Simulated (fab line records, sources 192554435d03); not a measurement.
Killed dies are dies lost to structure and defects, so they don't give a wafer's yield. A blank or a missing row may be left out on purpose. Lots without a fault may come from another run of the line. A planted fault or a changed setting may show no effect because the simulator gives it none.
Which tool did it? | flow n5_finfet | 13 lots, 39 wafers sampled, at 8 steps of a route of 1938

WHAT THE GAUGES READ, wafer by wafer
N5_BEOL_M11_INSPECT_13: inspects for defects (brightfield).
lot  | measured     | on                | raw_defect_count
L513 | day 12 17:43 | defect_inspect-02 | 466 450 581
L514 | day 13 07:47 | defect_inspect-01 | 319 284 320
L512 | day 13 12:08 | defect_inspect-01 | 493 379 381
L515 | day 13 19:43 | defect_inspect-01 | 383 497 370
L516 | day 13 19:57 | defect_inspect-01 | 319 354 296
L517 | day 14 07:46 | defect_inspect-01 | 310 357 422
L518 | day 14 14:59 | defect_inspect-01 | 309 367 321
L521 | day 14 19:19 | defect_inspect-02 | 340 370 383
L519 | day 14 23:14 | defect_inspect-02 | 462 462 484
L524 | day 15 07:38 | defect_inspect-01 | 399 315 227
L522 | day 15 07:54 | defect_inspect-01 | 338 401 458
L532 | day 18 00:37 | defect_inspect-02 | 307 440 418
L534 | day 18 09:22 | defect_inspect-01 | 251 337 296

N5_BEOL_M11_OVL_MEAS_29.
lot  | measured     | on         | V10_OVL (nm)
L513 | day 12 18:36 | overlay-01 | -0.1 0.3 0.5
L514 | day 13 10:40 | overlay-01 | 0.6 1.2 0.8
L512 | day 13 14:53 | overlay-02 | -0.9 -1.1 -0.9
L515 | day 13 20:40 | overlay-02 | 0.6 0.9 0.3
L516 | day 13 20:53 | overlay-01 | 1.7 2.5 2.1
L517 | day 14 09:09 | overlay-01 | 1.2 0.6 0.3
L518 | day 14 17:59 | overlay-01 | 0.6 1.2 0.9
L521 | day 14 21:46 | overlay-01 | 0.3 0.0 1.7
L519 | day 15 00:52 | overlay-01 | 1.1 0.5 0.5
L524 | day 15 11:49 | overlay-02 | -0.1 0.5 -1.3
L522 | day 15 11:40 | overlay-01 | 0.9 1.1 1.7
L532 | day 18 03:00 | overlay-02 | 0.7 1.1 0.3
L534 | day 18 13:24 | overlay-02 | 0.4 -0.9 0.6

N5_BEOL_M11_OCD_MEAS_38.
lot  | measured     | on     | trench_depth_nm (nm)
L513 | day 12 19:48 | ocd-02 | 147.2 150.5 149.7
L514 | day 13 11:13 | ocd-02 | 150.6 149.5 150.0
L512 | day 13 15:26 | ocd-01 | 146.9 148.9 152.0
L515 | day 13 21:13 | ocd-01 | 151.1 152.1 154.2
L516 | day 13 21:40 | ocd-02 | 149.8 148.4 149.9
L517 | day 14 09:50 | ocd-01 | 150.9 150.2 149.6
L518 | day 14 18:37 | ocd-02 | 146.5 148.7 149.5
L521 | day 14 22:19 | ocd-02 | 147.8 148.5 145.1
L519 | day 15 01:25 | ocd-01 | 150.1 149.6 150.4
L524 | day 15 12:41 | ocd-01 | 148.0 148.4 148.3
L522 | day 15 12:13 | ocd-02 | 66.7 53.1 149.3
L532 | day 18 03:34 | ocd-02 | 150.5 147.5 150.3
L534 | day 18 13:57 | ocd-02 | 148.2 148.5 151.4

N5_BEOL_M11_THK_MEAS_53: measures by xrf.
lot  | measured     | on            | M11_THK (nm)
L513 | day 12 23:47 | film_metro-01 | 138.2 140.6 141.8
L514 | day 13 14:11 | film_metro-01 | 142.0 139.7 141.8
L512 | day 13 17:43 | film_metro-01 | 139.2 142.5 144.1
L515 | day 13 23:59 | film_metro-02 | 141.7 141.0 145.0
L516 | day 14 00:52 | film_metro-02 | 139.0 139.1 141.1
L517 | day 14 12:44 | film_metro-02 | 139.5 139.4 140.2
L518 | day 14 21:35 | film_metro-02 | 137.2 136.8 137.5
L521 | day 15 00:24 | film_metro-01 | 138.5 138.3 134.9
L519 | day 15 03:56 | film_metro-01 | 140.4 140.2 140.3
L524 | day 15 16:20 | film_metro-02 | 136.4 137.9 137.4
L522 | day 15 14:43 | film_metro-01 | - - 141.0
L532 | day 18 05:34 | film_metro-02 | 141.4 141.5 142.2
L534 | day 18 16:19 | film_metro-02 | 138.8 139.0 143.2

N5_BEOL_M11_RS_MEAS_57: measures by four-point-probe.
lot  | measured     | on            | M11_RS (ohm/sq)
L513 | day 12 23:55 | film_metro-01 | 0.1537 0.1503 0.1496
L514 | day 13 14:19 | film_metro-01 | 0.1484 0.1496 0.1479
L512 | day 13 17:56 | film_metro-02 | 0.1523 0.1490 0.1466
L515 | day 14 00:07 | film_metro-01 | 0.1488 0.1486 0.1447
L516 | day 14 00:59 | film_metro-02 | 0.1518 0.1507 0.1496
L517 | day 14 12:52 | film_metro-01 | 0.1497 0.1504 0.1499
L518 | day 14 21:42 | film_metro-02 | 0.1524 0.1533 0.1521
L521 | day 15 00:31 | film_metro-01 | 0.1538 0.1530 0.1578
L519 | day 15 04:04 | film_metro-01 | 0.1500 0.1503 0.1501
L524 | day 15 16:28 | film_metro-01 | 0.1527 0.1509 0.1519
L522 | day 15 14:50 | film_metro-01 | - - 0.1503
L532 | day 18 05:41 | film_metro-02 | 0.1481 0.1488 0.1482
L534 | day 18 16:26 | film_metro-02 | 0.1522 0.1527 0.1472

WHICH TOOL RAN EACH LOT (tool, then ch and the chambers of the sampled wafers, then the start)
lot  | N5_BEOL_M11_DESCUM_16              | N5_BEOL_M11_HM_OPEN_17            | N5_BEOL_M11_VIA_ETCH_34
L513 | rie_diel-06 ch 0,2,3, day 12 17:45 | rie_metal-03 ch 0,1, day 12 18:01 | rie_diel-05 ch 0,2,3, day 12 19:31
L514 | rie_diel-06 ch 0,2,3, day 13 07:53 | rie_metal-03 ch 0,1, day 13 08:10 | rie_diel-02 ch 0,1,2, day 13 10:55
L512 | rie_diel-06 ch 0,2,3, day 13 12:42 | rie_metal-01 ch 0,1, day 13 12:58 | rie_diel-05 ch 0,1,3, day 13 15:08
L515 | rie_diel-02 ch 1,2,3, day 13 19:46 | rie_metal-02 ch 0,1, day 13 20:02 | rie_diel-02 ch 0,1,3, day 13 20:55
L516 | rie_diel-06 ch 2,3, day 13 19:59   | rie_metal-01 ch 0,1, day 13 20:16 | rie_diel-02 ch 1,3, day 13 21:23
L517 | rie_diel-05 ch 1,3, day 14 07:48   | rie_metal-03 ch 1, day 14 08:04   | rie_diel-02 ch 1,2,3, day 14 09:33
L518 | rie_diel-06 ch 0,1,2, day 14 15:01 | rie_metal-02 ch 0,1, day 14 15:17 | rie_diel-06 ch 0,1,2, day 14 18:20
L521 | rie_diel-05 ch 0,2, day 14 19:52   | rie_metal-03 ch 0, day 14 20:09   | rie_diel-06 ch 0,3, day 14 22:01
L519 | rie_diel-06 ch 0,1,3, day 14 23:22 | rie_metal-02 ch 0,1, day 14 23:40 | rie_diel-06 ch 0,1, day 15 01:07
L524 | rie_diel-06 ch 1,3, day 15 07:40   | rie_metal-03 ch 0,1, day 15 07:56 | rie_diel-06 ch 0,1, day 15 12:23
L522 | rie_diel-02 ch 0,1,3, day 15 07:56 | rie_metal-03 ch 0,1, day 15 08:13 | rie_diel-06 ch 1,2,3, day 15 11:55
L532 | rie_diel-06 ch 2,3, day 18 00:54   | rie_metal-01 ch 0,1, day 18 01:10 | rie_diel-06 ch 1,2,3, day 18 03:16
L534 | rie_diel-05 ch 1,2, day 18 09:39   | rie_metal-01 ch 0, day 18 09:55   | rie_diel-02 ch 0,1,3, day 18 13:40
- N5_BEOL_M11_DESCUM_16: chemistry O2, time 7.9 s.
- N5_BEOL_M11_HM_OPEN_17: chemistry Cl2/BCl3, target TiN, target depth 20 nm, overetch 6 nm.
- N5_BEOL_M11_VIA_ETCH_34: etches SiCOH lowk in C4F6/O2, target depth 184.5 nm, time 69.2 s.

WHAT THE TOOLS THEMSELVES READ (means of the sampled wafers that have a number; where no wafer has one, the mark that the record gives instead)
N5_BEOL_M11_DESCUM_16.
lot  | tool        | chamber_pressure_mTorr (mTorr) | drypump_motor_current_A (A) | o2_flow_sccm (sccm) | oes_product_au (a.u.) | rf_fwd_power_W (W) | rf_vpp_V (V) | showerhead_plenum_p_Torr (Torr) | throttle_valve_pct (%)
L513 | rie_diel-06 | 20.005                         | 5.8                         | 225.3               | 0.76                  | 49.50              | 241.2        | 2.01                            | 20.6
L514 | rie_diel-06 | 19.999                         | 5.8                         | 225.3               | 0.75                  | 49.42              | 242.0        | 2.00                            | 20.7
L512 | rie_diel-06 | 19.992                         | 5.8                         | 225.4               | 0.76                  | 49.46              | 242.6        | 2.00                            | 20.7
L515 | rie_diel-02 | 19.995                         | 5.7                         | 225.0               | 0.82                  | 49.25              | 244.5        | 2.11                            | 20.5
L516 | rie_diel-06 | 20.005                         | 6.0                         | 225.4               | 0.73                  | 49.39              | 241.5        | 2.02                            | 20.7
L517 | rie_diel-05 | 20.018                         | 5.4                         | 225.1               | 0.87                  | 49.28              | 243.7        | 2.12                            | 20.2
L518 | rie_diel-06 | 20.000                         | 6.0                         | 224.2               | 0.76                  | 49.57              | 242.2        | 2.03                            | 20.7
L521 | rie_diel-05 | 19.994                         | 5.9                         | 224.7               | 0.77                  | 49.48              | 244.3        | 2.12                            | 20.7
L519 | rie_diel-06 | 20.000                         | 5.9                         | 225.6               | 0.70                  | 49.53              | 242.0        | 1.98                            | 20.8
L524 | rie_diel-06 | 19.991                         | 6.3                         | 224.0               | 0.70                  | 49.47              | 241.9        | 2.04                            | 20.8
L522 | rie_diel-02 | 19.986                         | 6.0                         | 225.8               | 0.84                  | 49.09              | 244.3        | 2.14                            | 20.3
L532 | rie_diel-06 | 19.994                         | 6.1                         | 225.3               | 0.86                  | 49.60              | 244.9        | 2.15                            | 20.6
L534 | rie_diel-05 | 19.994                         | 5.9                         | 225.5               | 0.76                  | 49.58              | 243.4        | 2.14                            | 20.7

N5_BEOL_M11_HM_OPEN_17.
lot  | tool         | bias_w (W) | chamber_pressure_mTorr (mTorr) | drypump_motor_current_A (A) | oes_product_au (a.u.) | rf_fwd_power_W (W) | throttle_valve_pct (%)
L513 | rie_metal-03 | 126.1      | 9.999                          | 5.1                         | 0.69                  | 991                | 22.05
L514 | rie_metal-03 | 126.2      | 9.999                          | 5.3                         | 0.67                  | 998                | 22.12
L512 | rie_metal-01 | 125.8      | 10.002                         | 5.3                         | 0.76                  | 995                | 22.40
L515 | rie_metal-02 | 125.8      | 10.003                         | 5.6                         | 0.69                  | 988                | 21.83
L516 | rie_metal-01 | 125.9      | 9.997                          | 5.1                         | 0.77                  | 993                | 22.33
L517 | rie_metal-03 | 126.3      | 9.999                          | 5.3                         | 0.65                  | 996                | 22.23
L518 | rie_metal-02 | 126.5      | 9.993                          | 5.4                         | 0.70                  | 988                | 21.99
L521 | rie_metal-03 | 125.9      | 10.005                         | 5.0                         | 0.69                  | 990                | 21.97
L519 | rie_metal-02 | 126.0      | 10.001                         | 5.6                         | 0.68                  | 991                | 21.83
L524 | rie_metal-03 | 126.3      | 9.999                          | 5.1                         | 0.68                  | 991                | 22.05
L522 | rie_metal-03 | 125.9      | 9.997                          | 5.3                         | 0.63                  | 986                | 22.19
L532 | rie_metal-01 | 126.2      | 10.001                         | 5.1                         | 0.72                  | 995                | 22.36
L534 | rie_metal-01 | 126.1      | 9.994                          | 4.8                         | 0.73                  | 993                | 22.28

N5_BEOL_M11_VIA_ETCH_34.
lot  | tool        | bias_w (W) | chamber_pressure_mTorr (mTorr) | drypump_motor_current_A (A) | oes_product_au (a.u.) | rf_fwd_power_W (W) | rf_vpp_V (V) | showerhead_plenum_p_Torr (Torr) | throttle_valve_pct (%)
L513 | rie_diel-05 | 185.1      | 29.987                         | 5.6                         | 0.78                  | 342.7              | 664          | 2.85                            | 21.0
L514 | rie_diel-02 | 184.6      | 29.984                         | 6.0                         | 0.83                  | 341.8              | 678          | 2.88                            | 20.7
L512 | rie_diel-05 | 185.1      | 29.995                         | 5.5                         | 0.86                  | 342.7              | 667          | 2.84                            | 20.8
L515 | rie_diel-02 | 185.0      | 30.003                         | 6.0                         | 0.87                  | 341.7              | 673          | 2.93                            | 20.8
L516 | rie_diel-02 | 185.3      | 29.973                         | 5.7                         | 0.84                  | 341.3              | 674          | 2.91                            | 21.1
L517 | rie_diel-02 | 185.3      | 29.986                         | 5.7                         | 0.81                  | 341.4              | 680          | 2.87                            | 21.0
L518 | rie_diel-06 | 185.2      | 30.004                         | 5.9                         | 0.76                  | 342.5              | 665          | 2.76                            | 21.2
L521 | rie_diel-06 | 185.4      | 30.002                         | 5.5                         | 0.72                  | 342.3              | 670          | 2.64                            | 21.2
L519 | rie_diel-06 | 184.8      | 29.978                         | 5.6                         | 0.72                  | 344.2              | 661          | 2.67                            | 21.2
L524 | rie_diel-06 | 184.7      | 29.992                         | 6.1                         | 0.72                  | 342.3              | 660          | 2.74                            | 21.3
L522 | rie_diel-06 | 185.3      | 30.045                         | 6.2                         | 0.55                  | 342.3              | 674          | 2.80                            | 21.1
L532 | rie_diel-06 | 185.6      | 30.006                         | 6.2                         | 0.82                  | 342.6              | 677          | 2.90                            | 21.1
L534 | rie_diel-02 | 184.9      | 30.001                         | 6.0                         | 0.81                  | 341.0              | 673          | 2.91                            | 20.8

THE ANSWER, worked out from the rows above alone
Rule: what is usual is taken from the lots themselves. Put in order of their means at a reading, lots are off if they are a third of the lots or fewer, leave a main group of 4 or more, and stand apart from it by a gap of 3 or more times the standard deviation of the main group's means; of several such gaps the widest counts. A main group whose means are all the same, to the digits that the tables above print for the reading, isn't used. A lot without any number at a reading at which 4 lots or more have one is off too. The other lots that the step has rows for count as sound. The gauges are gone through in route order, then the tools' own readings, and for those a lot's mean is taken as printed above. The first step at which some lot is off is used, and at that step the reading that is off furthest; a lot without a number counts as furthest.
Off: L522, at N5_BEOL_M11_OCD_MEAS_38 (trench_depth_nm). The main group: mean 149.4 nm, standard deviation 1.3.
A tool fits if, at a process step before that reading, it ran every lot that is off, and no sound lot after the first of them. The gauges at N5_BEOL_M11_OCD_MEAS_38 aren't tried: what is off there is off at N5_BEOL_M11_VIA_ETCH_34 too, on other tools, and a gauge's error can't cause that. Can't be told from this: 2 tools fit, rie_diel-02 at N5_BEOL_M11_DESCUM_16, rie_metal-03 at N5_BEOL_M11_HM_OPEN_17.

WHAT THE SIMULATOR HAD PUT IN
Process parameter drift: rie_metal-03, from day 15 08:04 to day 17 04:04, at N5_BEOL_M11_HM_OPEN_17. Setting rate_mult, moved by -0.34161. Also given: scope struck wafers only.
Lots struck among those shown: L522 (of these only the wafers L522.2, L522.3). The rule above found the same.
